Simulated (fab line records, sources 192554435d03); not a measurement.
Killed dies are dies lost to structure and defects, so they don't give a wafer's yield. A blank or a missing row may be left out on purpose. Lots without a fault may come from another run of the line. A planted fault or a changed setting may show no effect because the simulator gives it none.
Problem report in the 8D (eight disciplines) form, filled by code | flow n5_finfet | the parts of the form that need people (team, actions taken, sign-off) are left out

1. THE PROBLEM
CJ_P at N5_BEOL_M4_RC_MEAS_101 reads a mean of 4.32 on 6 wafers of 2 lots; wafers without a fault read 5.81 with a standard deviation of 0.19. That is -7.8 standard deviations from the usual mean.
First seen on wafer L960.3, day 10 09:16, on prober-01. The record holds 30 wafers of 10 lots with a number at this step. Rule for "out", or "out of limits": more than 4 standard deviations from the usual mean. The other wafers with a number count as sound.

2. WHAT IT IS AND WHAT IT IS NOT
question                    | is                     | is not
which readings at this step | CJ_P                   | DIBL_N, DIBL_P, IOFF_N, ION_N, ION_P, SS_N
which lots                  | L958, L960             | L952, L954, L955, L957, L970, L971, L972, L973
which wafers of those lots  | all that have a number | -
read on which gauges        | prober-01              | prober-02
when                        | from day 10 09:16      | up to then (12 sound wafers); but 12 sound wafers of L970, L971, L972, L973 came after

3. SUSPECTS, AND WHAT RULES EACH OUT
Counting: a tool at a process step up to the reading stays a suspect if it ran every lot that is out and no sound lot after the first of them.
- the gauge at N5_BEOL_M4_RC_MEAS_101: ruled out. All the wafers that are out were read on prober-01, but those of them that N5_WELL_APT_IMPLANT_15 has rows for are out there too, on other tools.
- implanter-01 at N5_WELL_APT_IMPLANT_15: ruled out as a lasting fault. Sound lots L970, L971, L972, L973 ran on it after its first lot that is out, L958 (day 3 08:13).
Left after counting: nothing in the record.

4. THE CAUSE (what the simulator had put in)
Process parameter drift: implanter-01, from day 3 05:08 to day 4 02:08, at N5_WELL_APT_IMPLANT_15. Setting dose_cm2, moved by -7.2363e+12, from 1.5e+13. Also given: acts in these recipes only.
Counting ruled it out, wrongly: the rule takes a fault to strike every lot that its tool runs from its start on, and this one did not.

5. THE CHAIN OF EFFECTS, in route order
Each row: a reading whose mean over the struck wafers that have a number lies more than 3 standard deviations from the usual. Only readings for which the record gives a usual standard deviation are gone through. hours: the time from each lot's start at the first step in this table that gives one to its start at this step, as a median over the lots. sigmas: the change in usual standard deviations.
hours | step                   | reading            | usual      | on struck wafers | change      | sigmas
0     | N5_WELL_APT_IMPLANT_15 | dose_ions_cm2      | 1.5001e+13 | 7.7652e+12       | -7.2358e+12 | -99 or more
0     | N5_WELL_APT_IMPLANT_15 | faraday_current_uA | 190        | 98               | -92         | -24
172   | N5_BEOL_M4_RC_MEAS_101 | CJ_P               | 5.81       | 4.32             | -1.49       | -7.8
The process steps in it:
- N5_WELL_APT_IMPLANT_15

6. WHAT WOULD HAVE CAUGHT IT SOONER
In this record the first reading out of limits at a measuring or inspecting step was taken at day 10 09:16, 172 hours after the fault began at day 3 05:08.
The tool's own readings at N5_WELL_APT_IMPLANT_15 were out on every struck wafer that the step has a row for (dose_ions_cm2, faraday_current_uA): an alarm limit on them would have fired on the first of those.
